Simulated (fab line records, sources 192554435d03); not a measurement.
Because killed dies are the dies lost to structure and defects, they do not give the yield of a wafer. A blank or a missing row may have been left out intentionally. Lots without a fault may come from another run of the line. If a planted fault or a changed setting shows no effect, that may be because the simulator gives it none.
fab line records || flow n5-finfet
record {"lots": 4, "wafers": 12, "last-day": 15}
route steps=1938 shown BEOL_M7@1302 BEOL_M8@1332 PASSIVATION@1936
lots with no fault: from the same line, run without faults
start-h: hours from the record's first day to the start of the lot's first wafer shown || wait-h: hours elapsed since this lot's preceding step || " identical to the entry in the row above || L1.1+2: several wafers, shown together as one row || - no value present, or no start provided || * or withheld: withheld || < > ~ a bound
route shown NAME@n: names a module that has steps shown in the file, with the first one's number in the route || usual: mean/standard deviation of fault-free wafers || same: alike in all rows || chamber/n: place in a boat || sites: each site's reading || _std_site: standard deviation across them || _edge_site: the outer-site mean with the inner-site mean subtracted || radius-mm: for every site, how far away it sits from the centre of the wafer || mask NAME#n: copy n || behind: the last tool/chamber to shape the wafer || hold: reason for holding the lot/hours on hold/outcome of the hold || device: names the non-switching transistor (n, p or np) || end of line: the tests these same wafers got at the end of their route || where a step has no rows: the recipe by itself || killed: dies lost to structure and defects at the first sort, not the wafer's yield || map: dies across one wafer; x = killed, . = not, _ = none there
set.NAME: the setting as run; set.NAME@STEP: as run at that earlier step || model.NAME: the simulator's own value behind a step, which no gauge read
lots at selected steps of the route; one table per step, one row per wafer
## steps
# step N5_BEOL_M7_ETCH_66
# recipe {"chemistry": "N2/H2", "target": "SOC", "target-depth-a": 800, "overetch-a": 160, "mask-material": "SiARC", "temp-c": 40, "time-s": 120, "ion-energy-ev": 200, "pressure-mtorr": 30, "source-w": 840, "bias-w": 150, "n2-flow-sccm": 200, "h2-flow-sccm": 200}
# step N5_BEOL_M7_STRIP_69
# recipe {"chemistry": "N2/H2", "temp-c": 40, "n2-flow-sccm": 200, "h2-flow-sccm": 200, "rf-frequency-hz": 6e+07}
# step N5_BEOL_M7_STRIP_73
# recipe {"chemistry": "N2/H2", "temp-c": 40, "n2-flow-sccm": 200, "h2-flow-sccm": 200, "rf-frequency-hz": 6e+07}
# step N5_BEOL_M7_VIA_ETCH_34
# recipe {"chemistry": "C4F6/O2", "target": "SiCOH_lowk", "target-depth-a": 1255, "mask-material": "SOC", "taper-deg": 4, "time-s": 50.5, "ion-energy-ev": 250, "pressure-mtorr": 30, "source-w": 345, "bias-w": 185, "Ar_flow_sccm": 300, "C4F6_flow_sccm": 10, "O2_flow_sccm": 10}
# step N5_BEOL_M7_STRIP_76
# recipe {"chemistry": "C4F6/O2", "resist": "SiARC", "rf-frequency-hz": 6e+07}
# step N5_BEOL_M7_STRIP_36
# recipe {"chemistry": "N2/H2", "power-w": 450, "temp-c": 40, "pressure-mtorr": 20, "rf-frequency-hz": 6e+07, "overash-fraction": 0.3, "bias-power-w": 7, "h2-frac": 0.5, "n2-flow-sccm": 200, "h2-flow-sccm": 200}
# step N5_BEOL_M7_TRENCH_ETCH_37
# recipe {"chemistry": "C4F6/O2", "target-depth-a": 934.78, "target": "SiCOH_lowk", "time-s": 31.2, "ion-energy-ev": 250, "pressure-mtorr": 30, "source-w": 345, "bias-w": 185, "Ar_flow_sccm": 300, "C4F6_flow_sccm": 10, "O2_flow_sccm": 10}
# step N5_BEOL_M7_ETCH_41
# recipe {"chemistry": "CH3F/O2", "target": "SiCN", "target-depth-a": 319, "taper-deg": 2, "time-s": 57.8, "ion-energy-ev": 120, "mask-material": "TiN", "pressure-mtorr": 30, "source-w": 395, "bias-w": 75, "Ar_flow_sccm": 150, "CH3F_flow_sccm": 30, "O2_flow_sccm": 20}
# step N5_BEOL_M7_STRIP_80
# recipe {"chemistry": "N2/H2", "time-s": 10, "power-w": 450, "temp-c": 40, "pressure-mtorr": 20, "rf-frequency-hz": 6e+07, "bias-power-w": 7, "n2-flow-sccm": 200, "h2-flow-sccm": 200}
# step N5_BEOL_M7_HM_STRIP_39
# recipe {"chemistry": "peroxide-tin-strip", "material": "TiN", "target-depth-a": 250, "temp-c": 50, "time-s": 158}
# step N5_BEOL_M7_SRD_40
# recipe {"time-s": 30, "temp-c": 23, "rinse-liquid": "diw", "dry": "ipa-marangoni"}
# step N5_BEOL_M7_PRECLEAN_42
# recipe {"chemistry": "residue-remover", "time-s": 60, "temp-c": 40}
# usual {"bath-guard-temp-C": "40.1/0.6"}
{"lot.wafer": "L849.3", "tool": "wet-bench-05", "chamber": 4, "start-h": 228.46, "wait-h": 0.0, "bath-guard-temp-C": 38.4}
{"lot.wafer": "L849.4", "tool": "wet-bench-05", "chamber": 3, "start-h": 228.46, "wait-h": 0.0, "bath-guard-temp-C": 39.1}
{"lot.wafer": "L849.6", "tool": "wet-bench-05", "chamber": 2, "start-h": 228.46, "wait-h": 0.0, "bath-guard-temp-C": 40.7}
{"lot.wafer": "L852.2", "tool": "wet-bench-03", "chamber": 2, "start-h": 260.07, "wait-h": 0.0, "bath-guard-temp-C": 40.3}
{"lot.wafer": "L852.5", "tool": "wet-bench-03", "chamber": 0, "start-h": 260.07, "wait-h": 0.0, "bath-guard-temp-C": 39.8}
{"lot.wafer": "L852.6", "tool": "wet-bench-03", "chamber": 1, "start-h": 260.07, "wait-h": 0.0, "bath-guard-temp-C": 39.8}
{"lot.wafer": "L857.2", "tool": "wet-bench-03", "chamber": 4, "start-h": 277.13, "wait-h": 0.0, "bath-guard-temp-C": 40.7}
{"lot.wafer": "L857.4", "tool": "wet-bench-03", "chamber": 5, "start-h": 277.13, "wait-h": 0.0, "bath-guard-temp-C": 41.4}
{"lot.wafer": "L857.5", "tool": "wet-bench-03", "chamber": 2, "start-h": 277.13, "wait-h": 0.0, "bath-guard-temp-C": 40.1}
{"lot.wafer": "L862.1", "tool": "wet-bench-03", "chamber": 2, "start-h": 293.15, "wait-h": 0.0, "bath-guard-temp-C": 40.1}
{"lot.wafer": "L862.3", "tool": "wet-bench-03", "chamber": 7, "start-h": 293.15, "wait-h": 0.0, "bath-guard-temp-C": 40.5}
{"lot.wafer": "L862.5", "tool": "wet-bench-03", "chamber": 0, "start-h": 293.15, "wait-h": 0.0, "bath-guard-temp-C": 39.9}
# step N5_BEOL_M7_SRD_43
# recipe {"time-s": 30, "temp-c": 23, "rinse-liquid": "diw", "dry": "ipa-marangoni"}
# step N5_BEOL_M7_CURE_75
# recipe {"temp-c": 370, "time-s": 120, "ambient": "DMADMS/He", "material": "SiCOH_lowk"}
# step N5_BEOL_M7_DEGAS_44
# recipe {"ambient": "vacuum", "temp-c": 250, "time-s": 60}
# step N5_BEOL_M7_PRE_CLEAN_45
# recipe {"gas": "H2/He", "time-s": 30, "temp-c": 250}
# step N5_BEOL_M7_ALD_77
# recipe {"material": "TaN", "target-thk-a": 20, "temp-c": 275, "ald-precursor-family": "PDMAT", "ald-co-reactant": "NH3", "pressure-torr": 3, "carrier-flow-sccm": 1500, "pulse-time-s": 2, "purge-time-s": 3, "co-reactant-purge-time-s": 2, "co-reactant-pulse-time-s": 3, "ald-cycles": 40, "precursor-vessel-temp-c": 75, "precursor-vessel-pressure-torr": 26.25, "precursor-vessel-carrier-sccm": 1000}
# step N5_BEOL_M7_SURFACE_TREAT_79
# recipe {"gas": "Ar", "time-s": "*", "ion-energy-ev": "*", "ion-current-ma-cm2": 0.5, "pressure-mtorr": "*", "ar-flow-sccm": 30}
# step N5_BEOL_M7_CVD_78
# recipe {"material": "Co", "target-thk-a": 20, "temp-c": "withheld", "precursor": "CCTBA/H2", "pressure-torr": 30, "time-s": 142.3}
# step N5_BEOL_M7_SPUTTER_48
# recipe {"material": "Cu", "target-thk-a": 100, "temp-c": -20, "bias-v": 60, "power-w": 26000, "chamber-pressure-pa": 0.13, "time-s": 1.667}
# step N5_BEOL_M7_ECD_50
# recipe {"material": "Cu", "target-thk-a": 3000}
# step N5_BEOL_M7_ANNEAL_51
# recipe {"temp-c": 225, "time-s": 90, "ambient": "N2"}
# step N5_BEOL_M7_CMP_52
# recipe {"stop-on": "SiCOH_lowk", "t-overpolish-s": 6.9, "down-force-psi": 1, "platen-rpm": 50, "clearing-platen-down-force-psi": 1.5, "clearing-platen-rpm": 50, "post-cmp-clean": "cu-alkaline", "target-thk-nm": 80, "clearing-platen-pad-velocity-m-s": 0.99484, "pad-velocity-m-s": 0.99484}
# step N5_BEOL_M7_PRE_CLEAN_55
# recipe {"gas": "NH3", "time-s": 15, "temp-c": "withheld", "rf-power-w": 300}
# step N5_BEOL_M7_DEP_56
# recipe {"material": "SiCN", "target-thk-a": 100, "temp-c": "withheld", "precursor": "3MS/NH3", "pressure-torr": 3, "rf-w": 202, "time-s": 17.5}
# step N5_BEOL_M8_ILD_DEP_00
# recipe {"material": "SiCOH_lowk", "target-thk-a": 1797.5, "temp-c": 300, "precursor": "DEMS/porogen", "pressure-torr": 5, "rf-w": 500, "time-s": 33.4}
# step N5_BEOL_M8_CURE_74
# recipe {"temp-c": 385, "time-s": 240, "ambient": "He/Ar", "material": "SiCOH_lowk"}
# step N5_BEOL_M8_PECVD_70
# recipe {"material": "SiO2", "target-thk-a": 200, "temp-c": 400, "precursor": "TEOS/O2", "pressure-torr": 5.5, "rf-w": 450, "teos-flow-sccm": 53.8, "gas": "O2", "flow-sccm": 3000, "time-s": 22.7}
# step N5_BEOL_M8_HM_DEP_02
# recipe {"material": "TiN", "target-thk-a": 200, "temp-c": 25, "chamber-pressure-pa": 0.49996}
# step N5_BEOL_M8_COAT_59
# recipe {"resist": "SOC", "temp-c": 250, "time-s": 60, "spin-rpm": 1500, "resist-thk-nm": 100}
# step N5_BEOL_M8_COAT_60
# recipe {"resist": "SiARC", "temp-c": 220, "time-s": 60, "spin-rpm": 1500, "resist-thk-nm": 35}
# step N5_BEOL_M8_COAT_05
# recipe {"resist": "CAR-ArF", "spin-rpm": 1500, "resist-thk-nm": 90}
# step N5_BEOL_M8_EBR_07
# recipe {"solvent": "PGMEA", "ebr-width-mm": 1.5}
# step N5_BEOL_M8_SOFTBAKE_06
# recipe {"temp-c": 110, "time-s": 60, "resist": "CAR-ArF"}
# step N5_BEOL_M8_EXPOSE_08
# recipe {"mask-id": "M8", "na": 1.35, "source-shape": "dipole", "sigma-inner": 0.817, "sigma-outer": 0.97, "polarization": "te", "dose-mj": 68.25}
# step N5_BEOL_M8_PEB_09
# recipe {"peb-temp-c": "withheld", "peb-time-s": 60, "resist": "CAR-ArF"}
# step N5_PASSIVATION_PROBE_49
# usual {"defect-limited-yield": "91.2/1.5", "killed_at_M0_to_M3": "33/9.6", "killed_at_M4_up": "14/5.6", "killed-at-contacts": "14/5.5", "killed-at-front-end": "40/13", "killed-at-other": "4/3", "killed-dies": "104/17", "killed-open": "68/13", "killed-short": "33/7.2", "sort_bin_5_function": "5.2/0.95", "sort_bin_6_memory": "3.3/0.62", "sort-n-pass": "1076/17", "sort-yield-pct": "91.2/1.5"}
# same {"gross-dies": 1180, "killed-at-back-side": 0, "sort_bin_4_leakage[%]": 0, "sort_bin_8_speed[%]": 0}
{"lot.wafer": "L857.2", "tool": "prober-01", "chamber": "-", "start-h": 360.29, "wait-h": 0.1, "defect-limited-yield[%]": 80.3, "killed_at_M0_to_M3": 42, "killed_at_M4_up": 139, "killed-at-contacts": 10, "killed-at-front-end": 34, "killed-at-other": 8, "killed-dies": 233, "killed-open": 77, "killed-short": 29, "sort_bin_5_function[%]": 11.1, "sort_bin_6_memory[%]": 4.6, "sort-n-pass": 947, "sort-yield-pct[%]": 80.3}
{"lot.wafer": "L857.4", "tool": "prober-01", "chamber": "-", "start-h": 360.39, "wait-h": 0.2, "defect-limited-yield[%]": 81.5, "killed_at_M0_to_M3": 18, "killed_at_M4_up": 145, "killed-at-contacts": 18, "killed-at-front-end": 34, "killed-at-other": 3, "killed-dies": 218, "killed-open": 64, "killed-short": 23, "sort_bin_5_function[%]": 10.2, "sort_bin_6_memory[%]": 4.4, "sort-n-pass": 962, "sort-yield-pct[%]": 81.5}
{"lot.wafer": "L857.5", "tool": "prober-01", "chamber": "-", "start-h": 360.44, "wait-h": 0.2, "defect-limited-yield[%]": 88.2, "killed_at_M0_to_M3": 26, "killed_at_M4_up": 58, "killed-at-contacts": 27, "killed-at-front-end": 25, "killed-at-other": 3, "killed-dies": 139, "killed-open": 59, "killed-short": 33, "sort_bin_5_function[%]": 6.6, "sort_bin_6_memory[%]": 3.6, "sort-n-pass": 1041, "sort-yield-pct[%]": 88.2}
{"lot.wafer": "L862.1", "tool": "prober-02", "chamber": "-", "start-h": 366.81, "wait-h": 0.0, "defect-limited-yield[%]": 88.7, "killed_at_M0_to_M3": 17, "killed_at_M4_up": 64, "killed-at-contacts": 4, "killed-at-front-end": 38, "killed-at-other": 10, "killed-dies": 133, "killed-open": 49, "killed-short": 29, "sort_bin_5_function[%]": 6.0, "sort_bin_6_memory[%]": 3.1, "sort-n-pass": 1047, "sort-yield-pct[%]": 88.7}
{"lot.wafer": "L862.3", "tool": "prober-02", "chamber": "-", "start-h": 366.91, "wait-h": 0.1, "defect-limited-yield[%]": 80.3, "killed_at_M0_to_M3": 28, "killed_at_M4_up": 166, "killed-at-contacts": 6, "killed-at-front-end": 33, "killed-at-other": 0, "killed-dies": 233, "killed-open": 60, "killed-short": 29, "sort_bin_5_function[%]": 11.8, "sort_bin_6_memory[%]": 4.0, "sort-n-pass": 947, "sort-yield-pct[%]": 80.3}
{"lot.wafer": "L862.5", "tool": "prober-02", "chamber": "-", "start-h": 367.01, "wait-h": 0.2, "defect-limited-yield[%]": 79.2, "killed_at_M0_to_M3": 36, "killed_at_M4_up": 153, "killed-at-contacts": 12, "killed-at-front-end": 44, "killed-at-other": 0, "killed-dies": 245, "killed-open": 64, "killed-short": 36, "sort_bin_5_function[%]": 13.0, "sort_bin_6_memory[%]": 3.5, "sort-n-pass": 935, "sort-yield-pct[%]": 79.2}
# killed by level:class
L857.2 BEOL_M7:unspecified=126 BEOL_M2:geometric-particle:open=16 FIN_SAQP:geometric-particle:short=12 ILD0:geometric-particle:open=7 MOL_CONTACT_COAG:geometric-particle:open=7 BEOL_M1:geometric-particle:open=7 BEOL_M3:geometric-particle:open=7 BEOL_M4:geometric-particle:open=7
L857.4 BEOL_M7:unspecified=130 MOL_CONTACT_COAG:geometric-particle:open=17 FIN_SAQP:geometric-particle:open=11 BEOL_M4:geometric-particle:open=7 STARTING-WAFER:geometric-particle:open=5 STI_FIN_REVEAL:geometric-particle:open=4 BEOL_M2:geometric-particle:open=4 ILD0:geometric-particle:short=3
L857.5 BEOL_M7:unspecified=47 MOL_CONTACT_COAG:geometric-particle:open=20 MOL_CONTACT_COAG:geometric-particle:short=7 BEOL_M2:geometric-particle:open=6 BEOL_M0_SAQP:geometric-particle:open=5 BEOL_M5:geometric-particle:short=4 STARTING-WAFER:geometric-particle:short=4 STARTING-WAFER:geometric-particle:open=4
L862.1 BEOL_M7:unspecified=49 BEOL_M4:geometric-particle:open=8 FIN_SAQP:geometric-particle:short=5 GATE_CUT:geometric-particle:open=5 BEOL_M1:geometric-particle:open=5 MIM_TOP_ETCH:geometric-particle:open=5 FIN_SAQP:geometric-particle:open=4 STI_FIN_REVEAL:geometric-particle:open=4
L862.3 BEOL_M7:unspecified=141 BEOL_M4:geometric-particle:open=11 FIN_SAQP:geometric-particle:short=6 DUMMY_GATE:geometric-particle:open=6 FIN_SAQP:geometric-particle:open=5 BEOL_M3:geometric-particle:open=5 BEOL_M1:geometric-particle:open=5 GATE_CUT:geometric-particle:short=4
L862.5 BEOL_M7:unspecified=141 BEOL_M0_SAQP:geometric-particle:short=12 MOL_CONTACT_COAG:geometric-particle:open=9 BEOL_M0_SAQP:geometric-particle:open=8 BEOL_M3:geometric-particle:open=8 GATE_CUT:geometric-particle:open=7 DUMMY_GATE:geometric-particle:open=6 FIN_SAQP:geometric-particle:open=5
# map L857.2 (x killed, . not)
_________________...x...x.xxx________________
______________..x.x...x..xxxxxxx_____________
___________.........x..xxxxxxxxxxxx__________
__________.........x.x.xxxxxxxxxxxxx_________
________...............xxxxxxxxxxxxxxx_______
_______.x...........x.x.xxxxxxxxxxxxxxx______
______..x...x..........xxxxxxxxxxxxxxx.x_____
_____..x.....x...x.x..xxxxxxxxxxx.xxx....____
____x...................xxxxxxxxxxxx.xxx..___
___.........x...........x.xxx..x..xx......x__
___........x...x.x........x.x.x.xxxx.x...x.__
__.x.x............x.......x.x..x..........x._
__...............x.........................x_
_x.............x......x..x.....xx......x.....
_...................x..x.....xx.......x.x....
_......xx...........x...x.......x............
_...............x.x...............x..........
_............x.x...x......x....x...........x.
_........x............xx..x..............xx..
_........x.x.........................xx.....x
_...................x........................
__.........xx..x..x........................x_
__.......................x.................._
___x..........x........................x...__
___.....x...............x.............x....__
____..x.............x.....x.........x.....___
_____.....x...x.................xx..x....____
______.....x.......x..........x........._____
_______...........x......x...........x.______
________.............xx............xx._______
__________..................x......._________
___________........................__________
______________.....x......x..x.._____________
_________________...........x________________
# map L862.5 (x killed, . not)
_________________.x........x.________________
______________......x....x......_____________
___________........................__________
__________...x..x.x...xxx......x...._________
________.........x....x.........x...x._______
_______x......x...................x....______
______...............x.x..x....x.....x.._____
_____.x..x..................x....x.......____
____..................x....x.xx...........___
___.............x..........x...x...........__
___............................x......x....__
__.x...........................x..xxxxx.x..._
__...........................x..x..xxxx....._
_...x.................x..x...xxxxxxxxxxxxx...
_.............x..............x.xxxxxxxxxxxxx.
_..x.....x.........x.........xxxxxxxxxxxxxxx.
_x.........................xxxxxxxxxxxxxxx...
_.x......................x..xxxxxxxxxxxxxx...
_...........x................xxxxxxxxxxxxxx..
_.......x...............x....xxxxxxxxxxxxx.xx
_....x......................xxxxxxxxxxxxx..xx
__.......x.......xx.xx.x......xxxxxxxxx....._
__x.....x.....x..............x..xxxxxx.x.x.._
___.......x.........x..xx.........x........__
___......x.x............x.........x........__
____.x........xx..x........x...xx.........___
_____...........x..........x......x..x...____
______.........x...................x...._____
_______.......x.......xx......xx.x.....______
________....x.x................x.x...._______
__________..........x..............._________
___________.x..................xx..__________
______________.x.x.............._____________
_________________.....x......________________
## key
first-sign {"step": "N5_PASSIVATION_PROBE_49", "reading": "killed_at_M4_up", "direction": "up", "sigmas": 19, "usual": 14, "struck": 121}
effect {"step": "N5_PASSIVATION_PROBE_49", "reading": "defect-limited-yield", "direction": "down", "sigmas": 5.6, "usual": 91.2, "struck": 83.0}
more-kills-born-at {"N5_BEOL_M7_PRECLEAN_42@wet-bench-03": 634}
met-at N5_BEOL_M7_PRECLEAN_42
struck-wafers L857.2,L857.4,L857.5,L862.1,L862.3,L862.5
onset-between 260.07 277.13
also-fits time
fault {"kind": "chamber-particle-source", "tool": "wet-bench-03", "chamber": "-", "onset-h": 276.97, "steps": "N5_BEOL_M7_PRECLEAN_42", "rate-per-visit-cm2": 1.6374, "end-h": 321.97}
